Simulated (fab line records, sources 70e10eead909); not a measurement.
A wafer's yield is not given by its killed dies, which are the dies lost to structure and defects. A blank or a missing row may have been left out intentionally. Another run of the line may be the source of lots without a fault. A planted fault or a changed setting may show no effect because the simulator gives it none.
fab line records	flow nand_harc	part 2 of 2: steps 28 to 39 of 39
record lots=5	wafers=15	last_day=31
route steps=1302 shown A_CHANNEL_FILL_D1@501 A_DECK1_JOINT@518
lots that met no fault: from a run of the same line without faults
start_h: hours from the record's opening day to when the first of the lot's shown wafers began	wait_h: how many hours have passed since the lot's step before this one	" repeats the value in the row above	L1.1+2: several wafers, shown together as one row	- no value, or no start given	* or withheld: withheld	< > ~ a bound
route shown NAME@n: names a module that has steps shown in the file, with the first one's number in the route	usual: mean/standard deviation of fault-free wafers	same: alike in all rows	chamber/n: place in a boat	sites: per-site readings	_std_site: their standard deviation	_edge_site: the outer-site mean with the inner-site mean subtracted	radius_mm: how far each site lies from the wafer's centre	mask NAME#n: copy n	behind: the tool/chamber that last shaped the wafer	hold: why the lot went on hold/how many hours it stayed there/how the hold came to an end	device: the transistor (n, p or np) that didn't switch	end of line: at the end of the route, the tests of the same wafers	step lacking rows: just its recipe	killed: dies lost to structure and defects at the first sort, not the wafer's yield	map: per-die view of a wafer (x killed, . not killed, _ where there is no die)
set.NAME: the setting the step ran with; set.NAME@STEP: the setting that earlier step ran with	model.NAME: the simulator's own value behind a step, which no gauge read
lots seen at some steps along the route; tables by step, rows by wafer
services: a tool's chamber out of use, with start hour (start_h, from the record's first day; less than 0 if before it), hours out, and reason
## steps
# step NHARC_A_DECK1_JOINT_ETCHBACK_00
# recipe target_depth_a=300	time_s=17.4	hbr_flow_sccm=150	rf_w=350	icp_w=350	bias_w=60	chemistry=HBr
# usual drypump_motor_current_A=5.9/0.5	oes_product_au=1.001/0.0088	throttle_valve_pct=23.266/0.0077
lot.wafer	tool	chamber	start_h	wait_h	drypump_motor_current_A	oes_product_au	rf_hours_counter_h	throttle_valve_pct
L076.3	rie_si-05	3	267.95	0.1	6.0	1.001	1.0	23.261
L076.4	"	1	"	"	5.9	0.987	0.9	23.270
L076.6	"	3	"	"	6.0	0.992	-	23.270
L084.4	rie_si-02	0	356.85	0.1	5.2	0.997	0.3	23.272
L084.1	"	1	"	"	6.1	0.997	0.4	23.257
L084.6	"	0	"	"	5.2	1.000	-	23.279
L086.2	rie_si-05	2	370.38	0.1	5.8	0.988	0.4	23.264
L086.4	"	0	"	"	6.7	0.979	0.4	23.258
L086.1	"	1	"	"	5.8	0.991	0.3	23.265
L087.4	rie_si-05	1	391.63	0.1	5.8	1.000	0.4	23.266
L087.3	"	3	"	"	5.9	1.019	0.7	23.265
L087.5	"	1	"	"	5.9	1.006	-	23.267
L093.4	rie_si-02	3	428.03	0.1	5.5	0.984	0.9	23.263
L093.5	"	1	"	"	6.1	1.005	-	23.271
L093.6	"	2	"	"	6.5	0.998	-	23.272
# step NHARC_A_DECK1_JOINT_PRECLEAN_30
# recipe time_s=*	temp_c=50	bath_age_min=0	chemistry=SC1
# usual h2o2_flow_mL_min=56.60/0.18	sc1_h2o2_end_mol_l=0.3698/0.00057
lot.wafer	tool	chamber	start_h	wait_h	h2o2_flow_mL_min	sc1_h2o2_end_mol_l
L076.4	wet_bench-07	2	268.10	0.1	56.54	0.3701
L076.3	"	3	"	"	56.45	0.3696
L076.6	"	5	"	"	56.70	0.3697
L084.6	wet_bench-07	3	356.99	0.1	56.78	0.3702
L084.1	"	4	"	"	56.49	0.3698
L084.4	"	7	"	"	56.79	0.3705
L086.1	wet_bench-07	4	370.54	0.1	56.52	0.3708
L086.4	"	5	"	"	56.60	0.3688
L086.2	"	6	"	"	56.42	0.3705
L087.3	wet_bench-07	2	391.77	0.1	56.54	0.3699
L087.5	"	3	"	"	56.77	0.3695
L087.4	"	4	"	"	56.34	0.3703
L093.4	wet_bench-02	4	428.15	0.1	56.69	0.3696
L093.6	"	7	"	"	56.68	0.3691
L093.5	"	0	"	"	56.71	0.3697
# step NHARC_A_DECK1_JOINT_SRD_31
lot.wafer	tool	chamber	start_h	wait_h
L076.4+3+6	wet_bench-07	2,3,5	-	-
L084.6+1+4	wet_bench-07	3,4,7	-	-
L086.1+4+2	wet_bench-07	4,5,6	-	-
L087.3+5+4	wet_bench-07	2,3,4	-	-
L093.4+6+5	wet_bench-02	4,7,0	-	-
# step NHARC_A_DECK1_JOINT_CVD_34
# recipe target_thk_a=200	temp_c=700	pressure_mtorr=300	material=SiNx
lot.wafer	tool	chamber	start_h	wait_h
L076.3+4+6	lpcvd-01	0	271.33	-
L084.1+4+6	lpcvd-01	0	360.23	-
L086.1+2+4	lpcvd-02	0	373.77	-
L087.3+4+5	lpcvd-01	0	395.00	-
L093.4+5+6	lpcvd-02	0	431.39	-
# step NHARC_A_DECK1_JOINT_DEP_06
# recipe target_thk_a=800	temp_c=65	material=SiOx
lot.wafer	tool	chamber	start_h	wait_h
L076.3+4+6	fcvd-01	1,0,0	274.63	0.4
L084.1+4+6	fcvd-01	1,1,0	363.51	0.4
L086.2+1+4	fcvd-02	1,0,1	376.98	0.4
L087.4+3+5	fcvd-02	1,0,0	398.25	0.4
L093.4+5+6	fcvd-01	1,0,1	434.72	0.5
# step NHARC_A_DECK1_JOINT_CURE_26
# recipe temp_c=150	time_s=32	pressure_atm=0.395
lot.wafer	tool	chamber	start_h	wait_h
L076.3+4+6	fcvd-01	1,0,0	274.78	0.1
L084.1+4+6	fcvd-01	1,1,0	363.67	0.1
L086.2+1+4	fcvd-02	1,0,1	377.16	0.1
L087.4+3+5	fcvd-02	1,0,0	398.40	0.1
L093.4+5+6	fcvd-01	1,0,1	434.85	0.1
# step NHARC_A_DECK1_JOINT_ANNEAL_27
# recipe temp_c=400	time_s=3600	idle_temp_c=300	ramp_up_c_per_min=10	densification_p_h2o_torr=640
# usual ramp_up_c_per_min=9.9999/0.0017	tube_center_temp_C=400/0.034
lot.wafer	tool	chamber	start_h	wait_h	ramp_up_c_per_min	tube_center_temp_C
L076.3	furnace-05	0	277.84	3.1	10.002	400
L076.4	"	0	"	"	9.9997	399.98
L076.6	"	0	"	"	9.9976	400.03
L084.1	furnace-08	0	366.94	3.3	9.9999	399.96
L084.4	"	0	"	"	9.9996	400.03
L084.6	"	0	"	"	10.001	399.98
L086.1	furnace-03	0	381.89	4.7	9.9987	400
L086.2	"	0	"	"	9.9990	400.02
L086.4	"	0	"	"	10.001	400.01
L087.3	furnace-03	0	401.11	2.7	9.9991	399.91
L087.4	"	0	"	"	10.002	399.97
L087.5	"	0	"	"	9.9996	399.98
L093.4	furnace-08	0	438.09	3.2	10.002	400.03
L093.5	"	0	"	"	9.9995	400.03
L093.6	"	0	"	"	10.003	400.02
# step NHARC_A_DECK1_JOINT_ANNEAL_28
# recipe temp_c=500	time_s=1800	idle_temp_c=400	ramp_up_c_per_min=10	densification_p_h2o_torr=640
# usual ramp_up_c_per_min=10.000/0.0019	tube_center_temp_C=500/0.048
lot.wafer	tool	chamber	start_h	wait_h	ramp_up_c_per_min	tube_center_temp_C
L076.3	furnace-05	0	284.15	4.5	10.000	500
L076.4	"	0	"	"	10.001	499.91
L076.6	"	0	"	"	10.003	499.97
L084.1	furnace-08	0	373.11	4.4	10.001	499.9
L084.4	"	0	"	"	9.9983	500.01
L084.6	"	0	"	"	10.003	500.03
L086.1	furnace-03	0	386.23	2.6	9.9953	500.02
L086.2	"	0	"	"	9.9982	499.98
L086.4	"	0	"	"	10.001	499.96
L087.3	furnace-03	0	406.58	3.7	9.9984	500
L087.4	"	0	"	"	9.9997	500.06
L087.5	"	0	"	"	10.001	500.09
L093.4	furnace-08	0	445.33	5.5	9.9996	500.03
L093.5	"	0	"	"	10.000	500.01
L093.6	"	0	"	"	10.002	500.04
# step NHARC_A_DECK1_JOINT_ANNEAL_29
# recipe temp_c=750	time_s=1800	idle_temp_c=500	ramp_up_c_per_min=10	ramp_down_c_per_min=3
# usual ramp_up_c_per_min=10.000/0.0019	tube_center_temp_C=750/0.065
lot.wafer	tool	chamber	start_h	wait_h	ramp_up_c_per_min	tube_center_temp_C
L076.3	furnace-05	0	289.12	4.3	10.001	750.02
L076.4	"	0	"	"	10.000	750.01
L076.6	"	0	"	"	9.9955	750.16
L084.1	furnace-08	0	377.54	3.8	10.000	750.01
L084.4	"	0	"	"	9.9989	750.06
L084.6	"	0	"	"	9.9983	750.08
L086.1	furnace-03	0	394.10	7.2	10.004	749.97
L086.2	"	0	"	"	10.002	750.01
L086.4	"	0	"	"	10.001	750.06
L087.3	furnace-03	0	413.11	5.9	9.9986	749.9
L087.4	"	0	"	"	9.9959	750.06
L087.5	"	0	"	"	10.001	750.01
L093.4	furnace-08	0	452.62	6.6	10.001	750.09
L093.5	"	0	"	"	10.000	750
L093.6	"	0	"	"	9.9967	749.99
# step NHARC_A_DECK1_JOINT_CMP_02
# recipe material=SiOx
# usual motor_current_A=12.0/1.1	slurry_filter_dp_kPa=13.52/0.15
lot.wafer	tool	chamber	start_h	wait_h	motor_current_A	slurry_filter_dp_kPa
L076.4	cmp-02	2	291.83	0.4	11.2	13.39
L076.3	"	3	"	"	13.9	13.54
L076.6	"	1	"	"	11.6	13.58
L084.4	cmp-03	1	380.19	0.4	11.6	13.51
L084.1	"	2	"	"	10.9	13.66
L084.6	"	1	"	"	10.5	13.47
L086.4	cmp-03	0	396.77	0.4	12.3	13.67
L086.1	"	2	"	"	11.3	13.59
L086.2	"	3	"	"	12.6	13.40
L087.4	cmp-02	0	415.82	0.4	12.4	13.46
L087.3	"	1	"	"	10.7	13.29
L087.5	"	0	"	"	11.5	13.75
L093.4	cmp-02	0	455.32	0.4	12.5	13.92
L093.6	"	3	"	"	14.1	13.62
L093.5	"	0	"	"	11.9	13.36
# step NHARC_A_DECK1_JOINT_SRD_15
lot.wafer	tool	chamber	start_h	wait_h
L076.4+6+3	wet_bench-07	2,4,7	292.10	0.0
L084.6+1+4	wet_bench-07	5,7,0	380.49	0.0
L086.4+1+2	wet_bench-06	7,0,1	397.09	0.1
L087.5+3+4	wet_bench-06	6,7,0	416.12	0.0
L093.4+5+6	wet_bench-06	7,0,2	455.60	0.0
# step NHARC_A_DECK1_JOINT_DEP_16
# recipe target_thk_a=450	temp_c=400	pressure_torr=6.5	rf_w=900	teos_flow_sccm=161.4	flow_sccm=2650	target_thk_nm=45	gas=O2	material=SiO2
# usual heater_power_w=592/140	throttle_valve_pct=15.5/0.44
lot.wafer	tool	chamber	start_h	wait_h	heater_power_w	throttle_valve_pct
L076.3	pecvd-02	0	292.25	0.1	448	15.5
L076.6	"	1	"	"	755	15.2
L076.4	"	0	"	"	454	15.3
L084.1	pecvd-03	2	380.64	0.1	605	15.0
L084.4	"	0	"	"	532	15.3
L084.6	"	2	"	"	615	15.1
L086.2	pecvd-02	0	397.22	0.1	465	15.7
L086.1	"	1	"	"	876	15.1
L086.4	"	1	"	"	874	15.4
L087.3	pecvd-01	1	416.26	0.1	501	15.9
L087.5	"	1	"	"	512	15.9
L087.4	"	2	"	"	743	16.2
L093.6	pecvd-03	1	455.77	0.2	598	15.7
L093.4	"	2	"	"	734	15.4
L093.5	"	0	"	"	569	15.4
## services
tool	chamber	start_h	hours	kind
cmp-02	-	226.38	1.3	repair
wet_bench-02	-	244.00	8.0	pm
wet_bench-06	-	258.54	1.1	repair
wet_bench-05	-	260.80	8.0	pm
rie_diel-09	3	275.11	9.4	repair
wet_bench-01	-	277.60	8.0	pm
wet_bench-09	-	290.85	0.7	repair
furnace-03	-	296.63	26.0	pm
fcvd-01	-	303.06	0.5	repair
rie_diel-09	-	320.15	9.0	pm
wet_bench-07	-	329.99	6.3	repair
wet_h3po4-01	-	336.00	8.0	pm
wet_bench-09	-	352.80	8.0	pm
fcvd-01	-	366.00	13.0	pm
wet_bench-06	-	369.60	8.0	pm
rie_diel-09	2	377.73	7.3	repair
wet_h3po4-01	-	397.11	4.1	repair
wet_bench-02	-	420.00	8.0	pm
rie_diel-09	2	430.54	1.7	repair
wet_bench-05	-	436.80	8.0	pm
rie_diel-09	1	442.83	5.2	repair
rie_diel-09	-	443.49	1.4	repair
rie_diel-09	0	444.95	6.4	repair
wet_bench-01	-	453.60	8.0	pm
